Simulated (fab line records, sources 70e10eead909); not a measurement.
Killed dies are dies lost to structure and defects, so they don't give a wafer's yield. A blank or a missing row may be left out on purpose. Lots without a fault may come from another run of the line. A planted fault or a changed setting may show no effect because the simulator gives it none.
Which tool did it? | flow nand_harc | 24 lots, 72 wafers sampled, at 6 steps of a route of 1302

WHAT THE GAUGES READ, wafer by wafer
The record holds no reading of a measuring or inspecting step that can be judged against a usual standard deviation.

WHICH TOOL RAN EACH LOT (tool, then ch and the chambers of the sampled wafers, then the start)
lot  | NHARC_A_STAIRCASE_ETCH_201                    | NHARC_A_STAIRCASE_TRIM_233                    | NHARC_A_STAIRCASE_ETCH_234                    | NHARC_A_STAIRCASE_ETCH_236                    | NHARC_A_STAIRCASE_ETCH_253         | NHARC_A_STAIRCASE_STRIP_254
L074 | rie_diel-06 ch 1,2, day 16 12:22 or earlier   | rie_diel-01 ch 1,2,3, day 16 12:22 or earlier | rie_diel-01 ch 0,1, day 16 12:22 or earlier   | rie_diel-01 ch 2,3, day 16 12:22 or earlier   | rie_diel-01 ch 0,1,2, day 16 12:22 | plasma_asher-01 ch 0,1, day 16 12:35
L076 | rie_diel-06 ch 0,1,2, day 16 18:14 or earlier | rie_diel-09 ch 0,1,3, day 16 18:14 or earlier | rie_diel-09 ch 0,1, day 16 18:14 or earlier   | rie_diel-09 ch 1,2,3, day 16 18:14 or earlier | rie_diel-01 ch 1,2, day 16 18:14   | plasma_asher-01 ch 0,1, day 16 18:19
L075 | rie_diel-06 ch 1,2,3, day 16 18:30 or earlier | rie_diel-01 ch 2,3, day 16 18:30 or earlier   | rie_diel-01 ch 1,2, day 16 18:30 or earlier   | rie_diel-01 ch 1,2, day 16 18:30 or earlier   | rie_diel-01 ch 1,2,3, day 16 18:30 | plasma_asher-02 ch 0,1, day 16 18:35
L078 | rie_diel-01 ch 1,2,3, day 17 19:43 or earlier | rie_diel-01 ch 0,1,2, day 17 19:43 or earlier | rie_diel-01 ch 1,2,3, day 17 19:43 or earlier | rie_diel-01 ch 0,2,3, day 17 19:43 or earlier | rie_diel-09 ch 1,2,3, day 17 19:43 | plasma_asher-01 ch 0,1, day 17 19:49
L077 | rie_diel-09 ch 1,2,3, day 17 20:05 or earlier | rie_diel-06 ch 0,1,2, day 17 20:05 or earlier | rie_diel-06 ch 0,2,3, day 17 20:05 or earlier | rie_diel-06 ch 0,2,3, day 17 20:05 or earlier | rie_diel-09 ch 0,1,2, day 17 20:05 | plasma_asher-02 ch 0,1, day 17 20:11
L080 | rie_diel-06 ch 2,3, day 18 04:31 or earlier   | rie_diel-06 ch 1,3, day 18 04:31 or earlier   | rie_diel-06 ch 0,1, day 18 04:31 or earlier   | rie_diel-06 ch 1,2, day 18 04:31 or earlier   | rie_diel-09 ch 0,1, day 18 04:31   | plasma_asher-01 ch 0,1, day 18 04:39
L079 | rie_diel-01 ch 0,2,3, day 18 05:05 or earlier | rie_diel-09 ch 1,2,3, day 18 05:05 or earlier | rie_diel-09 ch 0,1,3, day 18 05:05 or earlier | rie_diel-09 ch 0,1,2, day 18 05:05 or earlier | rie_diel-09 ch 0,2,3, day 18 05:05 | plasma_asher-02 ch 0,1, day 18 05:10
L082 | rie_diel-06 ch 1,2, day 19 06:16 or earlier   | rie_diel-06 ch 1,3, day 19 06:16 or earlier   | rie_diel-06 ch 0,2, day 19 06:16 or earlier   | rie_diel-06 ch 0,2, day 19 06:16 or earlier   | rie_diel-01 ch 0,2, day 19 06:16   | plasma_asher-02 ch 0,1, day 19 06:22
L081 | rie_diel-06 ch 0,1,2, day 19 09:14 or earlier | rie_diel-06 ch 0,1,3, day 19 09:14 or earlier | rie_diel-06 ch 1,2,3, day 19 09:14 or earlier | rie_diel-06 ch 0,1,2, day 19 09:14 or earlier | rie_diel-09 ch 1,2,3, day 19 09:14 | plasma_asher-01 ch 0,1, day 19 09:22
L083 | rie_diel-06 ch 0,1,3, day 19 15:33 or earlier | rie_diel-06 ch 0,2, day 19 15:33 or earlier   | rie_diel-06 ch 1,2,3, day 19 15:33 or earlier | rie_diel-06 ch 1,2,3, day 19 15:33 or earlier | rie_diel-01 ch 0,2, day 19 15:33   | plasma_asher-02 ch 0,1, day 19 15:38
L084 | rie_diel-09 ch 1,2,3, day 20 10:41 or earlier | rie_diel-01 ch 0,1, day 20 10:41 or earlier   | rie_diel-01 ch 0,3, day 20 10:41 or earlier   | rie_diel-01 ch 0,1,2, day 20 10:41 or earlier | rie_diel-09 ch 0,3, day 20 10:41   | plasma_asher-01 ch 0,1, day 20 10:49
L085 | rie_diel-06 ch 0,1,2, day 20 11:09 or earlier | rie_diel-06 ch 0,2,3, day 20 11:09 or earlier | rie_diel-06 ch 0,2,3, day 20 11:09 or earlier | rie_diel-06 ch 0,2,3, day 20 11:09 or earlier | rie_diel-09 ch 0,1,3, day 20 11:09 | plasma_asher-01 ch 0,1, day 20 11:14
L086 | rie_diel-09 ch 0,2, day 20 23:48 or earlier   | rie_diel-01 ch 0,1,2, day 20 23:48 or earlier | rie_diel-01 ch 0,2, day 20 23:48 or earlier   | rie_diel-01 ch 0,2, day 20 23:48 or earlier   | rie_diel-09 ch 0,2,3, day 20 23:48 | plasma_asher-02 ch 0,1, day 20 23:59
L087 | rie_diel-09 ch 0,1,2, day 21 18:33 or earlier | rie_diel-09 ch 0,1,3, day 21 18:33 or earlier | rie_diel-09 ch 0,3, day 21 18:33 or earlier   | rie_diel-09 ch 1,2, day 21 18:33 or earlier   | rie_diel-01 ch 0,1, day 21 18:33   | plasma_asher-02 ch 0,1, day 21 18:41
L088 | rie_diel-01 ch 0,2,3, day 22 08:11 or earlier | rie_diel-06 ch 0,2,3, day 22 08:11 or earlier | rie_diel-06 ch 1,3, day 22 08:11 or earlier   | rie_diel-06 ch 0,2, day 22 08:11 or earlier   | rie_diel-09 ch 0,1, day 22 08:11   | plasma_asher-01 ch 0,1, day 22 08:19
L089 | rie_diel-06 ch 1,3, day 22 08:23 or earlier   | rie_diel-09 ch 1,2,3, day 22 08:23 or earlier | rie_diel-09 ch 1,2, day 22 08:23 or earlier   | rie_diel-09 ch 1,3, day 22 08:23 or earlier   | rie_diel-09 ch 0,1,2, day 22 08:23 | plasma_asher-01 ch 0,1, day 22 08:33
L090 | rie_diel-01 ch 0,2,3, day 22 21:17 or earlier | rie_diel-09 ch 0,2, day 22 21:17 or earlier   | rie_diel-09 ch 0,1,2, day 22 21:17 or earlier | rie_diel-09 ch 0,1, day 22 21:17 or earlier   | rie_diel-01 ch 2,3, day 22 21:17   | plasma_asher-02 ch 0,1, day 22 21:27
L092 | rie_diel-06 ch 1,2,3, day 23 13:53 or earlier | rie_diel-01 ch 0,1,3, day 23 13:53 or earlier | rie_diel-01 ch 1,2, day 23 13:53 or earlier   | rie_diel-01 ch 0,1,3, day 23 13:53 or earlier | rie_diel-06 ch 0,2, day 23 13:53   | plasma_asher-02 ch 0,1, day 23 14:01
L091 | rie_diel-01 ch 0,1,3, day 23 14:13 or earlier | rie_diel-01 ch 0,2,3, day 23 14:13 or earlier | rie_diel-01 ch 0,1, day 23 14:13 or earlier   | rie_diel-01 ch 0,1,2, day 23 14:13 or earlier | rie_diel-01 ch 1,2,3, day 23 14:13 | plasma_asher-01 ch 0,1, day 23 14:23
L093 | rie_diel-09 ch 0,1,2, day 23 18:41 or earlier | rie_diel-01 ch 1,2, day 23 18:41 or earlier   | rie_diel-01 ch 1,2,3, day 23 18:41 or earlier | rie_diel-01 ch 0,2,3, day 23 18:41 or earlier | rie_diel-06 ch 1,2, day 23 18:41   | plasma_asher-02 ch 0,1, day 23 18:46
L094 | rie_diel-06 ch 1,2,3, day 24 18:20 or earlier | rie_diel-09 ch 2,3, day 24 18:20 or earlier   | rie_diel-09 ch 2,3, day 24 18:20 or earlier   | rie_diel-09 ch 0,1,3, day 24 18:20 or earlier | rie_diel-01 ch 0,3, day 24 18:20   | plasma_asher-02 ch 1, day 24 18:25
L095 | rie_diel-01 ch 0,1,3, day 25 01:43 or earlier | rie_diel-06 ch 0,2,3, day 25 01:43 or earlier | rie_diel-06 ch 0,1, day 25 01:43 or earlier   | rie_diel-06 ch 1,2, day 25 01:43 or earlier   | rie_diel-06 ch 0,1, day 25 01:43   | plasma_asher-02 ch 1, day 25 01:50
L097 | rie_diel-06 ch 0,2, day 25 23:29 or earlier   | rie_diel-01 ch 0,1,2, day 25 23:29 or earlier | rie_diel-01 ch 1,2,3, day 25 23:29 or earlier | rie_diel-01 ch 0,3, day 25 23:29 or earlier   | rie_diel-06 ch 2,3, day 25 23:29   | plasma_asher-02 ch 0,1, day 25 23:37
L096 | rie_diel-06 ch 0,1,2, day 26 03:47 or earlier | rie_diel-01 ch 1,2,3, day 26 03:47 or earlier | rie_diel-01 ch 0,1,2, day 26 03:47 or earlier | rie_diel-01 ch 0,1,3, day 26 03:47 or earlier | rie_diel-09 ch 0,1,3, day 26 03:47 | plasma_asher-01 ch 0,1, day 26 03:52
- NHARC_A_STAIRCASE_ETCH_201: etches the open film in C4F8/O2, target depth 100 nm, time 40.5 s.
- NHARC_A_STAIRCASE_TRIM_233: chemistry O2, time 211.2 s.
- NHARC_A_STAIRCASE_ETCH_234: etches the open film in C4F8/O2, target depth 100 nm, time 40.5 s.
- NHARC_A_STAIRCASE_ETCH_236: etches the open film in C4F8/O2, target depth 100 nm, time 40.5 s.
- NHARC_A_STAIRCASE_ETCH_253: etches the open film in C4F8/O2, target depth 50 nm, time 20.2 s.
- NHARC_A_STAIRCASE_STRIP_254: strips in O2.

WHAT THE TOOLS THEMSELVES READ (means of the sampled wafers that have a number; where no wafer has one, the mark that the record gives instead)
NHARC_A_STAIRCASE_ETCH_201. Usual: oes_product_au 0.948 a.u., standard deviation 0.0088; rf_vpp_V 894 V, standard deviation 6.2.
lot  | tool        | oes_product_au (a.u.) | rf_vpp_V (V) | flag
L074 | rie_diel-06 | 0.945                 | 895          |
L076 | rie_diel-06 | 0.946                 | 894          |
L075 | rie_diel-06 | 0.943                 | 895          |
L078 | rie_diel-01 | 0.947                 | 897          |
L077 | rie_diel-09 | 0.945                 | 900          |
L080 | rie_diel-06 | 0.959                 | 899          |
L079 | rie_diel-01 | 0.951                 | 896          |
L082 | rie_diel-06 | 0.938                 | 898          |
L081 | rie_diel-06 | 0.947                 | 893          |
L083 | rie_diel-06 | 0.951                 | 889          |
L084 | rie_diel-09 | 0.955                 | 900          |
L085 | rie_diel-06 | 0.944                 | 894          |
L086 | rie_diel-09 | 0.950                 | 894          |
L087 | rie_diel-09 | 0.947                 | 897          |
L088 | rie_diel-01 | 0.951                 | 895          |
L089 | rie_diel-06 | 0.947                 | 889          |
L090 | rie_diel-01 | 0.963                 | 895          |
L092 | rie_diel-06 | 0.953                 | 893          |
L091 | rie_diel-01 | 0.944                 | 891          |
L093 | rie_diel-09 | 0.942                 | 896          |
L094 | rie_diel-06 | 0.942                 | 892          |
L095 | rie_diel-01 | 0.938                 | 892          |
L097 | rie_diel-06 | 0.941                 | 897          |
L096 | rie_diel-06 | 0.951                 | 893          |

NHARC_A_STAIRCASE_TRIM_233. Usual: drypump_motor_current_A 5.7 A, standard deviation 0.45; oes_product_au 1.001 a.u., standard deviation 0.0068; rf_vpp_V 57.8 V, standard deviation 1; showerhead_plenum_p_Torr 3.50 Torr, standard deviation 0.16; throttle_valve_pct 17.036 %, standard deviation 0.0081.
lot  | tool        | drypump_motor_current_A (A) | oes_product_au (a.u.) | rf_vpp_V (V) | showerhead_plenum_p_Torr (Torr) | throttle_valve_pct (%) | flag
L074 | rie_diel-01 | 5.7                         | 1.003                 | 57.4         | 3.56                            | 17.036                 |
L076 | rie_diel-09 | 5.7                         | 0.999                 | 57.9         | 3.48                            | 17.039                 |
L075 | rie_diel-01 | 5.8                         | 1.003                 | 58.1         | 3.50                            | 17.040                 |
L078 | rie_diel-01 | 5.5                         | 1.005                 | 57.9         | 3.59                            | 17.038                 |
L077 | rie_diel-06 | 5.9                         | 0.999                 | 58.0         | 3.48                            | 17.047                 |
L080 | rie_diel-06 | 5.8                         | 1.003                 | 57.4         | 3.35                            | 17.038                 |
L079 | rie_diel-09 | 5.8                         | 0.998                 | 58.2         | 3.63                            | 17.045                 |
L082 | rie_diel-06 | 5.9                         | 1.009                 | 57.6         | 3.35                            | 17.034                 |
L081 | rie_diel-06 | 5.7                         | 0.997                 | 57.8         | 3.35                            | 17.033                 |
L083 | rie_diel-06 | 5.9                         | 0.999                 | 59.6         | 3.59                            | 17.045                 |
L084 | rie_diel-01 | 5.4                         | 0.999                 | 58.8         | 3.50                            | 17.036                 |
L085 | rie_diel-06 | 5.7                         | 1.005                 | 58.1         | 3.46                            | 17.027                 |
L086 | rie_diel-01 | 5.6                         | 1.000                 | 57.8         | 3.58                            | 17.039                 |
L087 | rie_diel-09 | 5.7                         | 1.001                 | 57.0         | 3.46                            | 17.034                 |
L088 | rie_diel-06 | 5.7                         | 1.005                 | 57.9         | 3.45                            | 17.043                 |
L089 | rie_diel-09 | 5.8                         | 1.004                 | 59.0         | 3.62                            | 17.039                 |
L090 | rie_diel-09 | 6.1                         | 0.996                 | 57.8         | 3.47                            | 17.029                 |
L092 | rie_diel-01 | 5.6                         | 1.001                 | 57.2         | 3.42                            | 17.043                 |
L091 | rie_diel-01 | 5.7                         | 1.001                 | 57.9         | 3.51                            | 17.038                 |
L093 | rie_diel-01 | 5.6                         | 1.006                 | 57.5         | 3.58                            | 17.035                 |
L094 | rie_diel-09 | 6.3                         | 0.996                 | 57.4         | 3.60                            | 17.040                 |
L095 | rie_diel-06 | 5.7                         | 1.000                 | 57.8         | 3.44                            | 17.031                 |
L097 | rie_diel-01 | 5.5                         | 0.996                 | 57.5         | 3.56                            | 17.044                 |
L096 | rie_diel-01 | 5.7                         | 0.996                 | 57.9         | 3.52                            | 17.029                 |

NHARC_A_STAIRCASE_ETCH_234. Usual: oes_product_au 0.946 a.u., standard deviation 0.0091; rf_vpp_V 895 V, standard deviation 5.9.
lot  | tool        | oes_product_au (a.u.) | rf_vpp_V (V) | flag
L074 | rie_diel-01 | 0.944                 | 894          |
L076 | rie_diel-09 | 0.941                 | 891          |
L075 | rie_diel-01 | 0.933                 | 902          |
L078 | rie_diel-01 | 0.942                 | 897          |
L077 | rie_diel-06 | 0.946                 | 893          |
L080 | rie_diel-06 | 0.950                 | 890          |
L079 | rie_diel-09 | 0.953                 | 894          |
L082 | rie_diel-06 | 0.949                 | 898          |
L081 | rie_diel-06 | 0.944                 | 894          |
L083 | rie_diel-06 | 0.943                 | 895          |
L084 | rie_diel-01 | 0.956                 | 892          |
L085 | rie_diel-06 | 0.957                 | 893          |
L086 | rie_diel-01 | 0.938                 | 896          |
L087 | rie_diel-09 | 0.949                 | 891          |
L088 | rie_diel-06 | 0.954                 | 888          |
L089 | rie_diel-09 | 0.955                 | 902          |
L090 | rie_diel-09 | 0.947                 | 896          |
L092 | rie_diel-01 | 0.944                 | 898          |
L091 | rie_diel-01 | 0.932                 | 893          |
L093 | rie_diel-01 | 0.947                 | 896          |
L094 | rie_diel-09 | 0.944                 | 898          |
L095 | rie_diel-06 | 0.951                 | 888          |
L097 | rie_diel-01 | 0.941                 | 895          |
L096 | rie_diel-01 | 0.952                 | 896          |

NHARC_A_STAIRCASE_ETCH_236. Usual: oes_product_au 0.946 a.u., standard deviation 0.0081; rf_vpp_V 895 V, standard deviation 6.
lot  | tool        | oes_product_au (a.u.) | rf_vpp_V (V) | flag
L074 | rie_diel-01 | 0.951                 | 899          |
L076 | rie_diel-09 | 0.945                 | 900          |
L075 | rie_diel-01 | 0.941                 | 902          |
L078 | rie_diel-01 | 0.948                 | 896          |
L077 | rie_diel-06 | 0.942                 | 893          |
L080 | rie_diel-06 | 0.942                 | 895          |
L079 | rie_diel-09 | 0.952                 | 897          |
L082 | rie_diel-06 | 0.943                 | 898          |
L081 | rie_diel-06 | 0.948                 | 894          |
L083 | rie_diel-06 | 0.948                 | 894          |
L084 | rie_diel-01 | 0.944                 | 898          |
L085 | rie_diel-06 | 0.950                 | 893          |
L086 | rie_diel-01 | 0.945                 | 900          |
L087 | rie_diel-09 | 0.944                 | 903          |
L088 | rie_diel-06 | 0.950                 | 893          |
L089 | rie_diel-09 | 0.959                 | 896          |
L090 | rie_diel-09 | 0.936                 | 890          |
L092 | rie_diel-01 | 0.947                 | 892          |
L091 | rie_diel-01 | 0.944                 | 897          |
L093 | rie_diel-01 | 0.950                 | 895          |
L094 | rie_diel-09 | 0.949                 | 893          |
L095 | rie_diel-06 | 0.947                 | 893          |
L097 | rie_diel-01 | 0.939                 | 891          |
L096 | rie_diel-01 | 0.944                 | 892          |

NHARC_A_STAIRCASE_ETCH_253. Usual: oes_product_au 0.956 a.u., standard deviation 0.019; rf_vpp_V 895 V, standard deviation 6.1.
lot  | tool        | oes_product_au (a.u.) | rf_vpp_V (V) | flag
L074 | rie_diel-01 | 0.969                 | 898          |
L076 | rie_diel-01 | 0.957                 | 898          |
L075 | rie_diel-01 | 0.956                 | 897          |
L078 | rie_diel-09 | 0.964                 | 900          |
L077 | rie_diel-09 | 0.968                 | 897          |
L080 | rie_diel-09 | 0.965                 | 894          |
L079 | rie_diel-09 | 0.960                 | 896          |
L082 | rie_diel-01 | 0.971                 | 901          |
L081 | rie_diel-09 | 0.968                 | 900          |
L083 | rie_diel-01 | 0.932                 | 901          |
L084 | rie_diel-09 | 0.969                 | 891          |
L085 | rie_diel-09 | 0.966                 | 894          |
L086 | rie_diel-09 | 0.923                 | 898          |
L087 | rie_diel-01 | 0.922                 | 894          |
L088 | rie_diel-09 | 0.990                 | 894          |
L089 | rie_diel-09 | 0.962                 | 896          |
L090 | rie_diel-01 | 0.938                 | 899          |
L092 | rie_diel-06 | 0.972                 | 898          |
L091 | rie_diel-01 | 0.968                 | 896          |
L093 | rie_diel-06 | 0.931                 | 895          |
L094 | rie_diel-01 | 0.957                 | 892          |
L095 | rie_diel-06 | 0.944                 | 889          |
L097 | rie_diel-06 | 0.926                 | 892          |
L096 | rie_diel-09 | 0.970                 | 893          |

NHARC_A_STAIRCASE_STRIP_254. Usual: drypump_motor_current_A 5.9 A, standard deviation 0.56; heater_power_w 344 W, standard deviation 50.
lot  | tool            | drypump_motor_current_A (A) | heater_power_w (W) | flag
L074 | plasma_asher-01 | 6.0                         | 337                |
L076 | plasma_asher-01 | 5.4                         | 331                |
L075 | plasma_asher-02 | 6.0                         | 333                |
L078 | plasma_asher-01 | 5.5                         | 333                |
L077 | plasma_asher-02 | 6.0                         | 333                |
L080 | plasma_asher-01 | 5.4                         | 331                |
L079 | plasma_asher-02 | 6.1                         | 383                |
L082 | plasma_asher-02 | 6.1                         | 372                |
L081 | plasma_asher-01 | 6.0                         | 342                |
L083 | plasma_asher-02 | 6.0                         | 323                |
L084 | plasma_asher-01 | 5.4                         | 333                |
L085 | plasma_asher-01 | 6.0                         | 344                |
L086 | plasma_asher-02 | 6.1                         | 366                |
L087 | plasma_asher-02 | 6.1                         | 372                |
L088 | plasma_asher-01 | 5.4                         | 336                |
L089 | plasma_asher-01 | 5.4                         | 328                |
L090 | plasma_asher-02 | 6.1                         | 371                |
L092 | plasma_asher-02 | 6.1                         | 369                |
L091 | plasma_asher-01 | 6.0                         | 341                |
L093 | plasma_asher-02 | 6.0                         | 331                |
L094 | plasma_asher-02 | 5.8                         | 282                |
L095 | plasma_asher-02 | 5.9                         | 292                |
L097 | plasma_asher-02 | 6.1                         | 367                |
L096 | plasma_asher-01 | 6.0                         | 342                |

THE ANSWER, worked out from the rows above alone
Rule: a lot is off if the mean of its wafers that have a number lies more than 3 standard deviations from the usual mean. A lot without any number at a reading at which 4 lots or more have one is off too. The other lots that the step has rows for count as sound. The gauges are gone through in route order, then the tools' own readings, and for those a lot's mean is taken as printed above. The first step at which some lot is off is used, and at that step the reading that is off furthest; a lot without a number counts as furthest.
No lot is off at any reading shown: from this, nothing can be told.

WHAT THE SIMULATOR HAD PUT IN
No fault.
